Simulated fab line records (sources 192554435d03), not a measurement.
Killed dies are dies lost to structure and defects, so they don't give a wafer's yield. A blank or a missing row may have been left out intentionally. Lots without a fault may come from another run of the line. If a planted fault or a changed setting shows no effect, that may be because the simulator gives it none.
Matching of chambers :: flow n5 finfet :: N5_FIN_SAQP_MANDREL2_REMOVE_60 on rie si-03: 4 sister chambers
The step chemistry HBr/Cl2/O2, target a-Si, stops on SiNx, bt time 10 s. 8 wafers are shown with their chamber, then 8 later ones without.

## WAFERS WITH THEIR CHAMBER
wafer: L076.5
chamber: 3
throttle valve pct (%): 36.55
oes_o_777_au (a.u.): 1.04

wafer: L079.2
chamber: 2
throttle valve pct (%): 37.07
oes_o_777_au (a.u.): 0.97

wafer: L079.3
chamber: 3
throttle valve pct (%): 36.55
oes_o_777_au (a.u.): 1.03

wafer: L084.5
chamber: 0
throttle valve pct (%): 36.83
oes_o_777_au (a.u.): 1.02

wafer: L085.2
chamber: 2
throttle valve pct (%): 37.06
oes_o_777_au (a.u.): 0.97

wafer: L085.3
chamber: 1
throttle valve pct (%): 36.39
oes_o_777_au (a.u.): 0.96

wafer: L085.4
chamber: 0
throttle valve pct (%): 36.83
oes_o_777_au (a.u.): 1.02

wafer: L086.1
chamber: 1
throttle valve pct (%): 36.39
oes_o_777_au (a.u.): 0.96

## WAFERS WHOSE CHAMBER IS MISSING
wafer: L086.5
throttle valve pct (%): 36.55
oes_o_777_au (a.u.): 1.04

wafer: L086.6
throttle valve pct (%): 36.83
oes_o_777_au (a.u.): 1.02

wafer: L095.3
throttle valve pct (%): 36.83
oes_o_777_au (a.u.): 1.03

wafer: L095.5
throttle valve pct (%): 36.55
oes_o_777_au (a.u.): 1.03

wafer: L095.6
throttle valve pct (%): 37.07
oes_o_777_au (a.u.): 0.96

wafer: L097.2
throttle valve pct (%): 36.40
oes_o_777_au (a.u.): 0.96

wafer: L097.3
throttle valve pct (%): 36.84
oes_o_777_au (a.u.): 1.02

wafer: L097.5
throttle valve pct (%): 36.52
oes_o_777_au (a.u.): 1.04

## WHICH CHAMBER EACH WENT THROUGH
wafer: L086.5
from the rows above: 3
in truth: 3

wafer: L086.6
from the rows above: 0
in truth: 0

wafer: L095.3
from the rows above: 0
in truth: 0

wafer: L095.5
from the rows above: 3
in truth: 3

wafer: L095.6
from the rows above: 2
in truth: 2

wafer: L097.2
from the rows above: 1
in truth: 1

wafer: L097.3
from the rows above: 0
in truth: 0

wafer: L097.5
from the rows above: 3
in truth: 3
Correct placement for 8 of the 8. Can't be placed from these rows: 0. Wrongly placed: 0.
How it was worked out, from the rows above alone: a wafer's distance from a chamber is the root of the sum, over the readings, of the square of ((its reading less the chamber's mean) divided by the reading's scatter). If the next closest chamber is less than 2 further off than the closest, the wafer can't be placed; otherwise it belongs to the closest. Each chamber's mean is taken over the wafers shown for it. The scatter: take each reading less its chamber's mean, square it, sum over the shown wafers, divide by the number of wafers less the number of chambers, and take the root.
